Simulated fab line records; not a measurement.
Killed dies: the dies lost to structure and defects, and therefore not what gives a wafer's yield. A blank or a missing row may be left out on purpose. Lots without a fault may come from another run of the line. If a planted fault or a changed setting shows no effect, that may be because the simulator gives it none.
Split-lot study -- flow n5 finfet -- on a route of 1938 steps: 7 lots, 21 wafers read

== THE SPLIT ITSELF ==
At N5_SD_EPI_N_PEB_07 (peb time 60 s), the setting peb time s was moved away from the recipe's 60 s on 3 of the 21 wafers read, by -6.8% to +19.5%. For the rest of the wafers, this setting stayed at what the recipe calls for.

== BETWEEN THE SPLIT AND THE READING: the file shows 1 step in between ==
- N5_SD_EPI_N_DEVELOP_08: develop time 30 s

== THE READING ==
cd nm, in nm, at N5_SD_EPI_N_CD_MEAS_09 (target cd 120 nm). Typical for fault-free wafers on this fab line: 120.2 nm, with standard deviation 0.57 nm.

wafer,"tool, chamber at the split","peb time s as run, s",against the recipe,"cd nm, nm",against lot-mates on the recipe
L074.3,"litho track-05, 0",60,recipe,121.1,-
L074.5,"litho track-05, 0",60,recipe,120.4,-
L074.6,"litho track-05, 0",60,recipe,120.2,-
L079.1,"litho track-05, 0",60,recipe,119.7,-
L079.2,"litho track-05, 0",60,recipe,120.0,-
L079.4,"litho track-05, 0",60,recipe,119.3,-
L081.2,"litho track-05, 0",60,recipe,119.5,-
L081.4,"litho track-05, 0",55.91,-6.8%,117.4,-2.8
L081.6,"litho track-05, 0",60,recipe,120.8,-
L082.2,"litho track-05, 0",60,recipe,121.3,-
L082.3,"litho track-05, 0",60,recipe,120.7,-
L082.6,"litho track-05, 0",60,recipe,120.0,-
L084.2,"litho track-03, 0",60,recipe,120.5,-
L084.4,"litho track-03, 0",71.1,+18.5%,126.6,+6.1
L084.5,"litho track-03, 0",60,recipe,120.4,-
L086.2,"litho track-05, 0",60,recipe,120.3,-
L086.4,"litho track-05, 0",71.67,+19.5%,126.4,+5.9
L086.6,"litho track-05, 0",60,recipe,120.7,-
L096.1,"litho track-02, 0",60,recipe,120.9,-
L096.4,"litho track-02, 0",60,recipe,120.4,-
L096.5,"litho track-02, 0",60,recipe,119.4,-

THE FIT
A straight line over all 21 wafers: cd nm changes by +0.334 nm for each +1% of peb time s; r = +0.96; the points scatter about the line by 0.57 nm.
The same after taking each lot's own level away (the mean of its wafers on the recipe; 21 wafers): +0.324 nm for each +1%; r = +0.97; scatter 0.46 nm.
The reading moves by 6.3 nm for the largest change in peb time s, on that fit.
The span of the lots' own levels, 119.67 to 120.67 nm, comes to 1.8 times the standard deviation stated above.
So the lot-to-lot level changes the slope little: the two slopes agree.
Check: for one of the wafers moved furthest among these (+19.5%), held out of the fit, the line's prediction against its lot-mates is +6.62 nm. Against them it came out at +5.9 nm.

== FURTHER SPLITS ON THESE WAFERS ==
Other splits were also applied to these wafers ahead of the reading. Each is held against what the fit with the lots' levels taken away leaves over:
other split on the same wafers,wafers away from the commonest value,r with cd nm (lot level and that fit taken away)
N5_FIN_SAQP_PEB_14 peb time s,8,+0.10
N5_FIN_CUT_ETCH_21 time s,2,-0.17
N5_STI_FIN_REVEAL_ETCHBACK_08 time s,7,+0.01
N5_STI_FIN_REVEAL_OXIDATION_31 time s,11,+0.12

== THE WHOLE CHAIN: every reading that the file lists as answering this split, in the file's order ==
step,what it does,reading,change (the file's fit),r (the file's)
N5_SD_EPI_N_CD_MEAS_09,target cd 120 nm,cd nm,+0.321 nm for each +1% of the setting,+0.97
N5_SD_EPI_N_DESCUM_14,"chemistry O2, time 7.9 s","SD_EPI_N.cd nm (the simulator's own value, which no gauge read)",+0.325 nm for each +1% of the setting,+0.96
N5_SD_EPI_N_ETCH_34,"etches SiARC in CF4, target depth 45.5 nm, time 75.8 s","SD_EPI_N.cd nm (the simulator's own value, which no gauge read)",+0.336 nm for each +1% of the setting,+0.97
N5_SD_EPI_N_ETCH_35,"etches SOC in N2/H2, overetch 108 nm, time 486 s","SD_EPI_N.cd nm (the simulator's own value, which no gauge read)",+0.372 nm for each +1% of the setting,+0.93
N5_SD_EPI_N_ETCHBACK_44,"etches SiNx in CH3F/O2, stops on SiO2, target depth 14.5 nm","SD_EPI_N.cd nm (the simulator's own value, which no gauge read)",+0.376 nm for each +1% of the setting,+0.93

== FILE'S OWN FIT ==
cd nm changes by +0.321 nm for each +1% of peb time s, r = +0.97.
